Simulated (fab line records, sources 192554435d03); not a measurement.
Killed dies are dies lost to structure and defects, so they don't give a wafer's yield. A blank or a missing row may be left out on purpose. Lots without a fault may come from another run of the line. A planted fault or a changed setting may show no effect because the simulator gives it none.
fab line records | flow n5_finfet
record lots=9 wafers=27 last_day=17
route steps=1938 shown HKMG_FIN@449 GATE_CUT@466 BEOL_M4@1111 PASSIVATION@1936
lots that met no fault: from a run of the same line without faults
start_h: hours from the record's first day to the start of the lot's first wafer shown | wait_h: hours since the lot's step before | " the same as in the row above | L1.1+2: a row that stands for several wafers | - no value, or no start given | * or withheld: withheld | < > ~ a bound
route shown NAME@n: a module of which the file shows steps, and the number in the route of the first | usual: mean/standard deviation of fault-free wafers | same: alike in all rows | chamber/n: place in a boat | sites: the reading at each site | _std_site: their standard deviation | _edge_site: outer sites' mean less inner sites' | radius_mm: how far each site lies from the wafer's centre | mask NAME#n: copy n | behind: the tool/chamber that last shaped the wafer | hold: why the lot was held/for how many hours/how that ended | device: the transistor (n, p or np) that didn't switch | end of line: the same wafers' tests at the end of the route | a step without rows: its recipe alone | killed: dies lost to structure and defects at the first sort, not the wafer's yield | map: a wafer's dies, x killed, . not, _ none there
set.NAME: the setting as run; set.NAME@STEP: as run at that earlier step | model.NAME: the simulator's own value behind a step, which no gauge read
steps of the route over a sample of lots; a table a step, a row a wafer
services: from which hour (start_h, from the record's first day; less than 0 if before it) a tool's chamber was out of use, for how many hours, and why
## steps
# step N5_HKMG_FIN_ALD_71
# recipe material=TiN target_thk_a=10 temp_c=400 ald_precursor_family=TiCl4 ald_co_reactant=NH3 pulse_time_s=1 purge_time_s=3 co_reactant_purge_time_s=2 co_reactant_pulse_time_s=2 ald_cycles=47 pressure_torr=3
# usual chamber_pressure_Torr=3.000/0.006 heater_power_w=885/89 precursor_pulse_height_rel=1.001/0.021
# columns lot.wafer tool chamber start_h wait_h chamber_pressure_Torr heater_power_w precursor_pulse_height_rel
L820.1 ald_metal-03 0 77.36 0.0 2.988 880 1.008
L820.5 " 0 " " 3.002 895 1.001
L820.6 " 3 " " 3.000 775 1.001
L821.1 ald_metal-03 0 83.09 0.0 3.000 872 0.999
L821.2 " 3 " " 2.996 793 1.010
L821.4 " 1 " " 2.995 775 0.990
L822.4 ald_metal-02 2 94.21 0.0 3.005 863 1.029
L822.5 " 1 " " 2.999 810 1.016
L822.6 " 0 " " 2.996 834 1.004
L828.2 ald_metal-04 3 124.48 0.0 3.004 926 1.008
L828.3 " 0 " " 2.997 1002 1.039
L828.6 " 3 " " 2.996 919 1.000
L829.1 ald_metal-02 3 130.69 0.0 3.003 944 1.039
L829.2 " 0 " " 2.999 855 1.009
L829.6 " 2 " " 2.993 841 0.964
L835.1 ald_metal-03 0 171.12 0.0 2.995 866 1.002
L835.4 " 1 " " 3.007 768 1.003
L835.6 " 3 " " 2.993 803 0.977
L838.1 ald_metal-02 1 183.17 0.0 2.986 805 1.007
L838.3 " 3 " " 2.985 961 1.023
L838.6 " 0 " " 2.987 843 0.996
L840.1 ald_metal-03 1 196.98 0.0 3.009 799 0.985
L840.2 " 2 " " 2.994 900 1.021
L840.3 " 3 " " 3.005 776 0.998
L843.3 ald_metal-02 2 217.28 0.0 3.010 876 0.969
L843.4 " 3 " " 3.000 957 1.027
L843.6 " 0 " " 3.008 871 1.016
# step N5_GATE_CUT_ETCH_56
# recipe chemistry=Cl2/Ar target=TiN target_depth_a=216 pressure_mtorr=10 icp_w=600 bias_w=60 Cl2_flow_sccm=40 Ar_flow_sccm=60
# usual bias_w=60.01/0.18 chamber_pressure_mTorr=10.000/0.011 drypump_motor_current_A=5.9/0.46 oes_product_au=0.78/0.1 throttle_valve_pct=20.87/0.22
# columns lot.wafer tool chamber start_h wait_h bias_w chamber_pressure_mTorr drypump_motor_current_A oes_product_au rf_hours_counter_h throttle_valve_pct
L820.1 rie_metal-01 0 80.05 0.1 60.00 10.004 6.1 0.66 90 20.98
L820.5 " 1 " " 59.98 10.002 5.6 0.83 - 20.77
L820.6 " 0 " " 60.10 10.005 6.1 0.67 - 21.00
L821.1 rie_metal-01 1 85.65 0.1 59.85 10.003 5.6 0.84 20 20.77
L821.2 " 0 " " 60.03 10.034 6.1 0.67 91 20.99
L821.4 " 1 " " 60.02 10.020 5.6 0.84 - 20.75
L822.4 rie_metal-01 1 96.84 0.1 60.08 9.981 5.6 0.84 - 20.76
L822.5 " 1 " " 60.10 9.995 5.6 0.84 - 20.76
L822.6 " 0 " " 60.02 10.002 6.0 0.67 - 21.00
L828.2 rie_metal-01 0 126.97 0.1 - - - - - -
L828.3 " 0 " " - - - - - -
L828.6 " 0 " " - - - - - -
L829.1 rie_metal-01 0 133.17 0.1 - - - - - -
L829.2 " 1 " " - - - - - -
L829.6 " 1 " " - - - - - -
L835.1 rie_metal-03 1 173.60 0.1 60.17 10.016 5.3 0.96 4 20.88
L835.4 " 0 " " 59.92 9.992 6.2 0.78 - 20.77
L835.6 " 0 " " 59.95 9.997 6.2 0.77 - 20.75
L838.1 rie_metal-01 1 185.65 0.1 59.82 10.012 5.6 0.80 30 20.80
L838.3 " 1 " " 59.83 10.001 5.6 0.81 - 20.78
L838.6 " 0 " " 60.59 10.009 6.0 0.66 - 21.01
L840.1 rie_metal-01 1 199.46 0.1 59.94 9.993 5.6 0.81 31 20.77
L840.2 " 0 " " 60.31 9.993 6.1 0.66 97 21.02
L840.3 " 1 " " 59.99 9.979 5.6 0.81 - 20.79
L843.3 rie_metal-01 0 219.80 0.1 60.21 9.986 6.1 0.66 - 21.01
L843.4 " 1 " " 60.28 9.993 5.6 0.79 - 20.80
L843.6 " 0 " " 60.17 9.983 6.1 0.65 - 21.02
# step N5_GATE_CUT_ETCHBACK_30
# recipe chemistry=Cl2/Ar target=TiN target_depth_a=30 mode=isotropic pressure_mtorr=10 icp_w=600 bias_w=60 Cl2_flow_sccm=40 Ar_flow_sccm=60
# usual drypump_motor_current_A=5.9/0.46 oes_product_au=0.78/0.1 throttle_valve_pct=20.87/0.22
# columns lot.wafer tool chamber start_h wait_h drypump_motor_current_A oes_product_au rf_hours_counter_h throttle_valve_pct
L820.1 rie_metal-01 0 80.17 0.1 6.1 0.67 90 20.99
L820.5 " 1 " " 5.6 0.83 - 20.76
L820.6 " 0 " " 6.0 0.66 - 20.99
L821.1 rie_metal-01 1 85.74 0.1 5.6 0.84 20 20.76
L821.2 " 0 " " 6.1 0.67 91 20.98
L821.4 " 1 " " 5.5 0.85 - 20.75
L822.4 rie_metal-01 1 96.91 0.0 5.6 0.84 - 20.76
L822.5 " 1 " " 5.6 0.84 - 20.77
L822.6 " 0 " " 6.0 0.68 - 21.00
L828.2 rie_metal-01 0 127.06 0.1 6.0 0.66 94 21.00
L828.3 " 0 " " 6.0 0.67 - 21.01
L828.6 " 0 " " 6.0 0.66 - 20.99
L829.1 rie_metal-01 0 133.26 0.1 6.0 0.67 94 21.02
L829.2 " 1 " " 5.6 0.83 24 20.77
L829.6 " 1 " " 5.6 0.82 - 20.76
L835.1 rie_metal-03 1 173.69 0.1 5.3 0.96 4 20.90
L835.4 " 0 " " 6.2 0.77 - 20.75
L835.6 " 0 " " 6.2 0.77 - 20.75
L838.1 rie_metal-01 1 185.74 0.1 5.6 0.80 30 20.81
L838.3 " 1 " " 5.6 0.81 - 20.76
L838.6 " 0 " " 6.1 0.67 - 21.03
L840.1 rie_metal-01 1 199.55 0.1 5.6 0.80 31 20.79
L840.2 " 0 " " 6.1 0.66 97 21.01
L840.3 " 1 " " 5.6 0.80 - 20.79
L843.3 rie_metal-01 0 219.87 0.0 6.1 0.66 - 21.02
L843.4 " 1 " " 5.6 0.81 - 20.80
L843.6 " 0 " " 6.0 0.65 - 21.00
# step N5_GATE_CUT_CMP_02
# recipe stop_on=SiO2 t_overpolish_s=12.7 post_cmp_clean=alkaline_brush down_force_psi=2.5 platen_rpm=51.8 pad_velocity_m_s=1.0307 target_thk_nm=0
# usual edge_zone_pressure_frac=1.000/0.0047 motor_current_A=9.5/0.78 overpolish_run_s=12.699/0.0091 retaining_ring_pressure_frac=1.000/0.0048 time_to_endpoint_s=25.9/2
# columns lot.wafer tool chamber start_h wait_h edge_zone_pressure_frac motor_current_A overpolish_run_s retaining_ring_pressure_frac time_to_endpoint_s
L820.1 cmp-03 2 83.00 0.1 0.997 8.1 12.717 0.996 24.9
L820.6 " 0 " " 0.995 9.8 12.699 1.006 24.5
L820.5 " 1 " " 0.995 9.1 12.691 1.002 23.5
L821.1 cmp-04 2 88.51 0.1 0.999 9.9 12.699 0.994 22.9
L821.4 " 0 " " 1.000 9.3 12.705 1.011 25.2
L821.2 " 1 " " 0.997 9.8 12.704 1.008 23.7
L822.4 cmp-04 1 99.99 0.1 0.996 9.7 12.712 0.999 26.2
L822.6 " 2 " " 0.997 9.8 12.703 1.001 26.1
L822.5 " 3 " " 1.005 8.2 12.699 0.997 24.6
L828.3 cmp-04 1 130.05 0.1 1.004 10.0 12.703 1.000 26.6
L828.2 " 3 " " 0.996 8.7 12.680 0.993 26.1
L828.6 " 1 " " 1.003 9.2 12.696 0.994 30.7
L829.1 cmp-04 1 136.15 0.1 1.002 10.2 12.696 1.003 30.5
L829.2 " 3 " " 0.998 8.1 12.690 0.994 24.5
L829.6 " 1 " " 0.999 9.6 12.698 1.004 27.0
L835.1 cmp-01 3 176.58 0.1 0.996 8.4 12.698 1.000 27.5
L835.4 " 0 " " 1.004 10.4 12.704 1.000 26.5
L835.6 " 0 " " 1.002 10.0 12.701 1.006 26.6
L838.1 cmp-04 1 190.70 0.1 0.997 9.8 12.704 1.000 24.6
L838.3 " 0 " " 0.997 8.8 12.696 1.003 24.5
L838.6 " 2 " " 1.012 9.5 12.701 1.004 21.5
L840.2 cmp-03 0 202.31 0.1 1.005 10.5 12.701 1.001 21.5
L840.3 " 1 " " 1.000 9.7 12.701 0.996 25.0
L840.1 " 3 " " 0.991 9.4 12.696 0.989 22.3
L843.3 cmp-04 2 222.70 0.1 1.009 9.8 12.727 1.008 25.8
L843.4 " 1 " " 0.996 9.5 12.706 0.998 29.7
L843.6 " 3 " " 1.005 8.4 12.684 0.997 25.9
# step N5_BEOL_M4_RC_MEAS_101
# usual DIBL_N=36.4/1.5 DIBL_P=36.4/1.6 IOFF_N=0.164/0.025 IOFF_P=0.214/0.028 ION_N=675/9.9 ION_P=463/6.5 SS_N=71.5/0.5 SS_P=73.3/0.56 VT_N=249.2/2.7 VT_P=-250.1/2.8
# columns lot.wafer tool chamber start_h wait_h DIBL_N[mV/V] DIBL_P[mV/V] IOFF_N[nA/um] IOFF_P[nA/um] ION_N[uA/um] ION_P[uA/um] SS_N[mV/dec] SS_P[mV/dec] VT_N[mV] VT_P[mV]
L820.1 prober-02 0 164.19 0.0 36.5 35.4 0.134 0.171 664 453 71.2 73.7 250.4 -256.0
L820.5 " 0 " " 37.0 36.7 0.155 0.186 688 458 70.7 73.7 248.1 -253.7
L820.6 " 0 " " 37.2 36.3 0.149 0.185 660 451 70.8 73.2 251.0 -256.5
L821.1 prober-01 0 177.93 0.0 37.4 35.4 0.145 0.213 671 465 70.9 73.9 251.9 -249.3
L821.2 " 0 " " 38.5 37.0 0.171 0.250 678 470 71.7 74.0 249.3 -245.5
L821.4 " 0 " " 36.1 33.7 0.129 0.190 659 459 71.3 73.2 254.3 -250.1
L822.4 prober-02 0 180.43 0.5 35.8 37.5 0.165 0.224 677 471 71.8 73.8 249.6 -249.5
L822.5 " 0 " " 36.0 37.2 0.168 0.219 682 467 71.8 73.6 247.4 -249.8
L822.6 " 0 " " 35.8 36.9 0.166 0.208 687 467 70.9 73.2 248.3 -250.5
L835.1 prober-02 0 264.94 0.0 35.4 33.4 0.136 0.170 675 462 71.7 72.2 252.1 -252.7
L835.4 " 0 " " 35.3 34.4 0.144 0.180 672 458 71.2 72.3 252.8 -253.9
L835.6 " 0 " " 36.4 35.1 0.163 0.200 685 472 71.6 72.8 251.1 -253.5
L838.1 prober-02 0 276.77 0.0 36.6 36.1 0.169 0.222 680 464 72.2 74.0 246.4 -247.6
L838.3 " 0 " " 37.7 37.9 0.189 0.250 681 469 71.9 73.8 244.4 -248.1
L838.6 " 0 " " 36.6 36.4 0.160 0.222 669 469 72.1 74.0 248.8 -249.1
L840.1 prober-01 0 288.38 0.0 37.0 37.4 0.161 0.218 674 463 71.5 73.1 247.9 -252.6
L840.2 " 0 " " 36.1 36.9 0.150 0.207 677 464 72.0 72.8 247.4 -249.7
L840.3 " 0 " " 36.7 37.4 0.152 0.208 669 464 71.9 73.1 248.8 -250.3
L843.3 prober-02 0 303.39 0.3 37.4 37.1 0.184 0.225 675 464 71.4 73.8 246.9 -250.5
L843.4 " 0 " " 36.6 36.1 0.164 0.212 674 457 71.6 73.7 251.0 -251.4
L843.6 " 0 " " 37.8 36.8 0.174 0.218 678 459 71.2 74.1 249.6 -249.9
# step N5_PASSIVATION_PROBE_49
# usual defect_limited_yield=91.1/1.4 killed_at_M0_to_M3=35/8.7 killed_at_M4_up=14/5.3 killed_at_contacts=12/6.2 killed_at_front_end=41/12 killed_at_other=3.4/2.6 killed_dies=105/16 killed_on_rim=14/3.8 killed_open=67/13 killed_short=36/7.3 sort_bin_5_function=5.2/0.96 sort_bin_6_memory=3.3/0.6 sort_n_pass=1075/16 sort_yield_pct=91.1/1.4
# same gross_dies=1180 killed_at_back_side=0 sort_bin_4_leakage[%]=0 sort_bin_8_speed[%]=0
# columns lot.wafer tool chamber start_h wait_h defect_limited_yield[%] killed_at_M0_to_M3 killed_at_M4_up killed_at_contacts killed_at_front_end killed_at_other killed_dies killed_on_rim killed_open killed_short sort_bin_5_function[%] sort_bin_6_memory[%] sort_n_pass sort_yield_pct[%]
L829.1 prober-02 - 317.92 0.0 0 41 23 22 1092 2 1180 152 83 50 95.9 3.6 0 0
L829.2 prober-02 - 317.97 0.1 0 36 18 18 1103 5 1180 152 78 27 96.5 3.4 0 0
L829.6 prober-02 - 318.17 0.3 0 51 9 18 1102 0 1180 152 69 46 95.5 4.1 0 0
L828.2 prober-01 - 318.68 0.1 0 23 15 12 1126 4 1180 152 60 30 96.8 3.0 0 0
L828.3 prober-01 - 318.73 0.1 0 25 12 9 1131 3 1180 152 48 32 96.3 3.5 0 0
L828.6 prober-01 - 318.88 0.3 0 27 15 9 1128 1 1180 152 49 32 96.9 3.1 0 0
# killed by level:class
L829.1 GATE_CUT:area_etch=1047 MOL_CONTACT_COAG:geometric_particle:open=15 FIN_SAQP:geometric_particle:short=13 BEOL_M4:geometric_particle:open=12 BEOL_M0_SAQP:geometric_particle:open=9 BEOL_M3:geometric_particle:open=9 GATE_CUT:geometric_particle:short=7 MOL_CONTACT_COAG:geometric_particle:short=7
L829.2 GATE_CUT:area_etch=1074 FIN_SAQP:geometric_particle:open=13 BEOL_M4:geometric_particle:open=12 MOL_CONTACT_COAG:geometric_particle:open=12 BEOL_M0_SAQP:geometric_particle:open=9 BEOL_M1:geometric_particle:open=7 BEOL_M3:geometric_particle:open=7 MOL_CONTACT_COAG:geometric_particle:short=6
L829.6 GATE_CUT:area_etch=1065 BEOL_M0_SAQP:geometric_particle:short=18 MOL_CONTACT_COAG:geometric_particle:open=11 BEOL_M0_SAQP:geometric_particle:open=10 FIN_SAQP:geometric_particle:open=8 MOL_CONTACT_COAG:geometric_particle:short=7 BEOL_M4:geometric_particle:open=7 FIN_SAQP:geometric_particle:short=5
L828.2 GATE_CUT:area_etch=1087 MOL_CONTACT_COAG:geometric_particle:open=10 BEOL_M2:geometric_particle:open=10 FIN_SAQP:geometric_particle:short=6 DUMMY_GATE:geometric_particle:open=6 BEOL_M4:geometric_particle:open=5 FIN_SAQP:geometric_particle:open=4 STI_FIN_REVEAL:geometric_particle:open=4
L828.3 GATE_CUT:area_etch=1096 FIN_SAQP:geometric_particle:short=8 FIN_SAQP:geometric_particle:open=8 MOL_CONTACT_COAG:geometric_particle:open=8 BEOL_M3:geometric_particle:short=6 STI_FIN_REVEAL:geometric_particle:open=5 BEOL_M0_SAQP:geometric_particle:open=5 BEOL_M2:geometric_particle:open=5
L828.6 GATE_CUT:area_etch=1099 BEOL_M1:geometric_particle:open=10 FIN_SAQP:geometric_particle:open=8 FIN_SAQP:geometric_particle:short=7 MOL_CONTACT_COAG:geometric_particle:open=7 BEOL_M4:geometric_particle:open=6 BEOL_M0_SAQP:geometric_particle:short=4 STI_FIN_REVEAL:geometric_particle:open=3
## services
# columns tool chamber start_h hours kind
ald_metal-04 - 57.57 1.4 repair
rie_metal-01 - 57.75 0.4 repair
ald_metal-03 1 73.77 9.1 repair
cmp-04 - 77.94 1.9 repair
rie_metal-03 1 121.91 - clean
rie_metal-03 1 121.91 17.2 scheduled_down
rie_metal-03 1 121.91 17.2 vent_cycle
cmp-01 - 122.32 0.2 repair
ald_metal-04 0 124.71 31.1 repair
rie_metal-01 0 139.66 5.8 repair
cmp-03 - 139.74 4.0 pm
cmp-03 - 143.74 - consumable_replace:conditioner
cmp-03 - 143.74 - consumable_replace:pad
rie_metal-01 0 145.57 27.8 repair
cmp-04 - 147.90 5.3 pm
rie_metal-01 - 151.98 1.0 repair
cmp-04 - 154.33 19.0 pm
cmp-01 - 171.22 0.3 repair
ald_metal-03 0 184.81 18.2 repair
cmp-04 - 191.17 5.9 repair
cmp-04 - 214.02 4.0 pm
cmp-04 - 218.02 - consumable_replace:conditioner
cmp-04 - 218.02 - consumable_replace:pad
## key
first_sign step=N5_GATE_CUT_ETCH_56 reading=tool_record direction=missing
effect step=N5_PASSIVATION_PROBE_49 reading=sort_bin_5_function direction=up sigmas=95 usual=5.2 struck=96.3
more_kills_born_at N5_GATE_CUT_ETCH_56@rie_metal-01=6468
met_at N5_GATE_CUT_ETCH_56
struck_lots L828,L829
later_rows_left_out L828.2,L828.3,L828.6,L829.1,L829.2,L829.6
not_acting_at N5_HKMG_FIN_ALD_71,N5_GATE_CUT_ETCHBACK_30,N5_GATE_CUT_CMP_02
onset_between 96.84 126.97
fault kind=skipped_step_whole tool=rie_metal-01 chamber=- onset_h=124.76 steps=N5_GATE_CUT_ETCH_56 scope=struck_lots_only
# later_rows_left_out: the simulator's readings of these wafers behind a module that went badly wrong aren't trusted and aren't shown, but for the sort
